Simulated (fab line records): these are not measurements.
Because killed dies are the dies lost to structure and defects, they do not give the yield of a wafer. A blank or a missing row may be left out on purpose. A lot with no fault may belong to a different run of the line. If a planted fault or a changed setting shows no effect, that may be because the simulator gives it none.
Chamber matching + flow n5-finfet + rie-diel-06 running N5_BEOL_M15_TRENCH_ETCH_34: 4 sister chambers
The step etches SiO2 in C4F8/O2/Ar, target depth 872.93 nm, time 199 s. 8 wafers are shown with their chamber, then 8 later ones without.

## WAFERS PAIRED WITH THEIR CHAMBERS
| wafer  | chamber | drypump-motor-current-A (A) | throttle-valve-pct (%) |
|--------|---------|-----------------------------|------------------------|
| L836.3 | 1       | 5.6                         | 31.11                  |
| L836.5 | 1       | 5.6                         | 31.11                  |
| L838.3 | 3       | 5.7                         | 31.17                  |
| L838.5 | 2       | 6.1                         | 30.56                  |
| L841.2 | 3       | 5.7                         | 31.17                  |
| L841.3 | 2       | 6.0                         | 30.53                  |
| L841.5 | 0       | 5.9                         | 30.89                  |
| L846.2 | 0       | 5.9                         | 30.87                  |

## WAFERS WHOSE CHAMBER IS MISSING
| wafer  | drypump-motor-current-A (A) | throttle-valve-pct (%) |
|--------|-----------------------------|------------------------|
| L846.3 | 5.6                         | 31.14                  |
| L846.6 | 6.1                         | 30.54                  |
| L849.2 | 5.9                         | 30.87                  |
| L849.3 | 5.6                         | 31.14                  |
| L849.5 | 5.7                         | 31.18                  |
| L848.1 | 5.6                         | 31.13                  |
| L848.2 | 5.7                         | 31.18                  |
| L848.4 | 6.1                         | 30.57                  |

## CHAMBER TAKEN BY EACH
| wafer  | from the rows above     | in truth |
|--------|-------------------------|----------|
| L846.3 | can't be placed: 1 or 3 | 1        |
| L846.6 | 2                       | 2        |
| L849.2 | 0                       | 0        |
| L849.3 | can't be placed: 1 or 3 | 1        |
| L849.5 | 3                       | 3        |
| L848.1 | 1                       | 1        |
| L848.2 | 3                       | 3        |
| L848.4 | 2                       | 2        |
Correct placement for 6 of the 8. Not placeable from these rows: 2 (in 2, the candidates include the true chamber). 0 placed wrongly.
How it was worked out, from the rows above alone: a wafer's distance from a chamber is the root of the sum, over the readings, of the square of ((its reading less the chamber's mean) divided by the reading's scatter). The wafer belongs to the nearest chamber; if the next one is less than 2 further off, it can't be placed. Each chamber's mean is taken over the wafers shown for it. The scatter: take each reading less its chamber's mean, square it, sum over the shown wafers, divide by the number of wafers less the number of chambers, and take the root.
